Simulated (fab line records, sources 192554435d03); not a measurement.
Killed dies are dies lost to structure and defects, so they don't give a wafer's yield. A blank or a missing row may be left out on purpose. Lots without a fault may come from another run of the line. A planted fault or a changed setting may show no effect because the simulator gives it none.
Split-lot experiment | flow n5_finfet | 7 lots, 39 wafers read, on a route of 1938 steps

THE SPLIT
At N5_BEOL_M1_ALD_98 (deposits SiO2, target thk 2.5 nm, pulse time 1 s, co reactant pulse time 1 s), the setting ald_cycles was moved away from the recipe's 17 on 15 of the 39 wafers read, by -58.8% to +41.2%. The other wafers ran this setting at the recipe's value.

FROM THE SPLIT TO THE READING: what the file shows between them, 4 steps
- N5_BEOL_M1_ETCHBACK_99: etches SiO2 in CHF3, target depth 5 nm, time 10.4 s
- N5_BEOL_M1_ETCH_70: etches SOC in N2/H2, target depth 80 nm, overetch 16 nm, time 120 s
- N5_BEOL_M1_STRIP_71: strips in N2/H2
- N5_BEOL_M1_STRIP_78: strips in N2/H2

THE READING
BEOL_M1.cd_nm (the simulator's own value, which no gauge read), in nm, at N5_BEOL_M1_VIA_ETCH_34 (etches the open film in C4F6/O2, target depth 67.8 nm, time 64.4 s). The file gives no usual value for it. The 24 wafers here that ran the recipe average 17.9 nm, standard deviation 0.33 nm.

wafer  | tool, chamber at the split | ald_cycles as run | against the recipe | BEOL_M1.cd_nm, nm | against lot-mates on the recipe
L076.1 | ald_sin-02, 0,2,2,0        | 17                | recipe             | 17.6              | -
L076.2 | ald_sin-02, 0,2,2,0        | 17                | recipe             | 17.6              | -
L076.5 | ald_sin-02, 1              | 17                | recipe             | 17.6              | -
L076.3 | ald_sin-02, 1              | 17                | recipe             | 18                | -
L076.4 | ald_sin-02, 0,2,2,0        | 17                | recipe             | 18                | -
L076.6 | ald_sin-02, 0,2,2,0        | 17                | recipe             | 18.2              | -
L075.1 | ald_sin-04, 2              | 17                | recipe             | 18.4              | -
L075.2 | ald_sin-04, 3,0            | 17                | recipe             | 18                | -
L075.3 | ald_sin-04, 3,0            | 17                | recipe             | 17.8              | -
L075.4 | ald_sin-04, 1,1,2          | 7                 | -58.8%             | 21                | +2.9
L075.5 | ald_sin-04, 1,1,2          | 7                 | -58.8%             | 20.8              | +2.7
L075.6 | ald_sin-04, 1,1,2          | 7                 | -58.8%             | 21.6              | +3.5
L078.1 | ald_sin-04, 1,2,0          | 23                | +35.3%             | 16.4              | -1.7
L078.2 | ald_sin-04, 0,3            | 17                | recipe             | 18.2              | -
L078.4 | ald_sin-04, 0,3            | 17                | recipe             | 18.2              | -
L078.3 | ald_sin-04, 1,2,0          | 23                | +35.3%             | 16                | -2.1
L078.5 | ald_sin-04, 1              | 17                | recipe             | 17.8              | -
L078.6 | ald_sin-04, 1,2,0          | 23                | +35.3%             | 15.8              | -2.3
L079.1 | ald_sin-04, 3,1            | 17                | recipe             | 18.6              | -
L079.2 | ald_sin-04, 3,1            | 17                | recipe             | 17.8              | -
L079.3 | ald_sin-04, 2,0,1          | 10                | -41.2%             | 20.2              | +1.9
L079.6 | ald_sin-04, 2,0,1          | 10                | -41.2%             | 20.2              | +1.9
L079.4 | ald_sin-04, 2,0,1          | 10                | -41.2%             | 20.6              | +2.3
L079.5 | ald_sin-04, 2              | 17                | recipe             | 18.4              | -
L081.1 | ald_sin-04, 3,2,2          | 24                | +41.2%             | 15.6              | -1.9
L081.2 | ald_sin-04, 3,2,2          | 24                | +41.2%             | 15.4              | -2.1
L081.3 | ald_sin-04, 0,1,1          | 17                | recipe             | 17.6              | -
L081.4 | ald_sin-04, 0,1,1          | 17                | recipe             | 17.6              | -
L081.5 | ald_sin-04, 3,2,2          | 24                | +41.2%             | 15.2              | -2.3
L081.6 | ald_sin-04, 0,1,1          | 17                | recipe             | 17.4              | -
L084.1 | ald_sin-04, 2,3,2          | 17                | recipe             | 18.2              | -
L084.5 | ald_sin-04, 2,3,2          | 17                | recipe             | 18.2              | -
L084.6 | ald_sin-04, 2,3,2          | 17                | recipe             | 18.4              | -
L095.1 | ald_sin-01, 2              | 17                | recipe             | 17.6              | -
L095.4 | ald_sin-01, 3,0            | 17                | recipe             | 17.6              | -
L095.2 | ald_sin-01, 3,0            | 17                | recipe             | 18                | -
L095.3 | ald_sin-01, 1,2,3          | 23                | +35.3%             | 16.2              | -1.5
L095.5 | ald_sin-01, 1,2,3          | 23                | +35.3%             | 16.2              | -1.5
L095.6 | ald_sin-01, 1,2,3          | 23                | +35.3%             | 16.2              | -1.5
Where a row lists several chambers, the file gives one row for several wafers and doesn't say which wafer went through which chamber.

THE FIT
A straight line over all 39 wafers: BEOL_M1.cd_nm changes by -0.0555 nm for each +1% of ald_cycles; r = -0.98; the points scatter about the line by 0.32 nm.
The same after taking each lot's own level away (the mean of its wafers on the recipe; 39 wafers): -0.0512 nm for each +1%; r = -0.99; scatter 0.25 nm.
On that fit, the largest move of ald_cycles shifts the reading by 3 nm.
The lots' own levels span 17.53 to 18.27 nm, that is 2.2 times the standard deviation above.
So the lot-to-lot level changes the slope little: the two slopes agree.
Check: with one of the wafers moved furthest among these (-58.8%) left out of the fit, the line predicts +3.03 nm for it against its lot-mates. It came out at +2.93 nm against them.

OTHER SPLITS ON THESE WAFERS
These wafers also went through other splits before the reading. Each is held against what the fit with the lots' levels taken away leaves over:
other split on the same wafers                 | wafers away from the commonest value | r with BEOL_M1.cd_nm (lot level and that fit taken away)
N5_ZERO_LAYER_PECVD_02 time_s                  | 12                                   | -0.02
N5_FIN_SAQP_SPACER1_ALD_24 ald_cycles          | 15                                   | -0.06
N5_STI_FIN_REVEAL_ETCHBACK_08 time_s           | 15                                   | -0.14
N5_BEOL_M0_SAQP_MANDREL_ETCH_20 target_depth_a | 12                                   | +0.05

THE WHOLE CHAIN: every reading that the file lists as answering this split, in the file's order
step                   | what it does                                                                 | reading                                                                        | change (the file's fit)                | r (the file's)
N5_BEOL_M1_ALD_98      | deposits SiO2, target thk 2.5 nm, pulse time 1 s, co reactant pulse time 1 s | SiO2_of_BEOL_M1_ALD_98.thk_nm (the simulator's own value, which no gauge read) | +0.026 nm for each +1% of the setting  | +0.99
N5_BEOL_M1_VIA_ETCH_34 | etches the open film in C4F6/O2, target depth 67.8 nm, time 64.4 s           | BEOL_M1.cd_nm (the simulator's own value, which no gauge read)                 | -0.0512 nm for each +1% of the setting | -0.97

THE FILE'S OWN FIT
BEOL_M1.cd_nm changes by -0.0512 nm for each +1% of ald_cycles, r = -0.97.
